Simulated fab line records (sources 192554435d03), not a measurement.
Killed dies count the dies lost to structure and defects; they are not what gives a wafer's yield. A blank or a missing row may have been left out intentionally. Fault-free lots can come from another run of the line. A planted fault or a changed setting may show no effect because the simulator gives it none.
Matching of chambers | flow n5_finfet | N5_DUMMY_GATE_CMP_04 on cmp-04: 4 sister chambers
The step polishes a-Si. 22 wafers are shown with their chamber, then 11 later ones without.

== WAFERS WITH THEIR CHAMBER ==
wafer  | chamber | motor_current_A (A) | edge_zone_pressure_frac | slurry_filter_dp_kPa (kPa)
L078.1 | 1       | 10.7                | 0.999                   | 13.70
L078.2 | 3       | 10.2                | 1.005                   | 13.59
L078.5 | 1       | 10.5                | 0.996                   | 13.61
L079.2 | 1       | 10.1                | 1.006                   | 13.36
L079.4 | 2       | 11.4                | 1.008                   | 13.63
L079.6 | 3       | 10.1                | 0.995                   | 13.45
L084.1 | 1       | 10.6                | 1.004                   | 13.41
L084.3 | 3       | 9.8                 | 1.004                   | 13.43
L084.6 | 2       | 10.8                | 1.000                   | 13.70
L085.3 | 0       | 10.4                | 0.995                   | 13.32
L085.4 | 1       | 10.3                | 0.997                   | 13.45
L085.5 | 3       | 10.0                | 1.007                   | 13.55
L086.4 | 1       | 11.6                | 0.995                   | 13.44
L086.5 | 1       | 10.7                | 1.002                   | 13.46
L086.6 | 2       | 11.2                | 1.000                   | 13.62
L089.1 | 1       | 10.6                | 0.995                   | 13.41
L089.5 | 1       | 10.2                | 0.999                   | 13.26
L089.6 | 0       | 10.3                | 1.004                   | 13.61
L090.1 | 1       | 11.0                | 1.000                   | 13.33
L090.2 | 2       | 10.3                | 1.008                   | 13.68
L090.5 | 1       | 11.0                | 1.007                   | 13.59
L091.2 | 2       | 11.2                | 0.997                   | 13.19

SIGNATURES, as means of the wafers listed above
reading                 | chamber 0 | chamber 1 | chamber 2 | chamber 3 | scatter within a chamber
motor_current_A         | 10.350    | 10.664    | 10.980    | 10.025    | 0.385
edge_zone_pressure_frac | 0.99950   | 1.00000   | 1.00260   | 1.00275   | 0.00478
slurry_filter_dp_kPa    | 13.4650   | 13.4564   | 13.5640   | 13.5050   | 0.151
Rule: for each reading, subtract the chamber's mean from the wafer's reading, divide by that reading's scatter and square the result; add these up over the readings and take the root, which gives the wafer's distance from the chamber. If the next closest chamber is less than 2 further off than the closest, the wafer can't be placed; otherwise it belongs to the closest. The scatter is the square root of a quotient: the sum, over the shown wafers, of each reading's squared deviation from its chamber's mean, divided by wafers minus chambers.

== WAFERS WITHOUT THEIR CHAMBER ==
wafer  | motor_current_A (A) | edge_zone_pressure_frac | slurry_filter_dp_kPa (kPa)
L091.3 | 11.0                | 0.992                   | 13.72
L091.6 | 9.4                 | 0.997                   | 13.35
L093.3 | 10.3                | 1.009                   | 13.47
L093.5 | 11.2                | 1.003                   | 13.54
L093.6 | 10.7                | 0.999                   | 13.55
L095.2 | 11.0                | 1.003                   | 13.41
L095.3 | 9.9                 | 0.995                   | 13.66
L095.5 | 11.1                | 0.999                   | 13.41
L097.1 | 10.6                | 0.993                   | 13.39
L097.4 | 10.3                | 0.999                   | 13.52
L097.6 | 10.3                | 0.998                   | 13.32

== CHAMBER TAKEN BY EACH ==
wafer  | from the rows above               | in truth
L091.3 | can't be placed: 2 or 1 or 0 or 3 | 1
L091.6 | can't be placed: 3 or 0 or 1      | 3
L093.3 | can't be placed: 3 or 0 or 1 or 2 | 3
L093.5 | can't be placed: 2 or 1 or 0      | 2
L093.6 | can't be placed: 1 or 2 or 0 or 3 | 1
L095.2 | can't be placed: 2 or 1 or 0 or 3 | 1
L095.3 | can't be placed: 3 or 0 or 1 or 2 | 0
L095.5 | can't be placed: 1 or 2 or 0 or 3 | 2
L097.1 | can't be placed: 1 or 0 or 2 or 3 | 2
L097.4 | can't be placed: 0 or 1 or 3 or 2 | 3
L097.6 | can't be placed: 0 or 1 or 3 or 2 | 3
Placed correctly: 0 of 11. These rows do not allow placing 11 (true chamber among the candidates in 11). Number placed wrongly: 0.
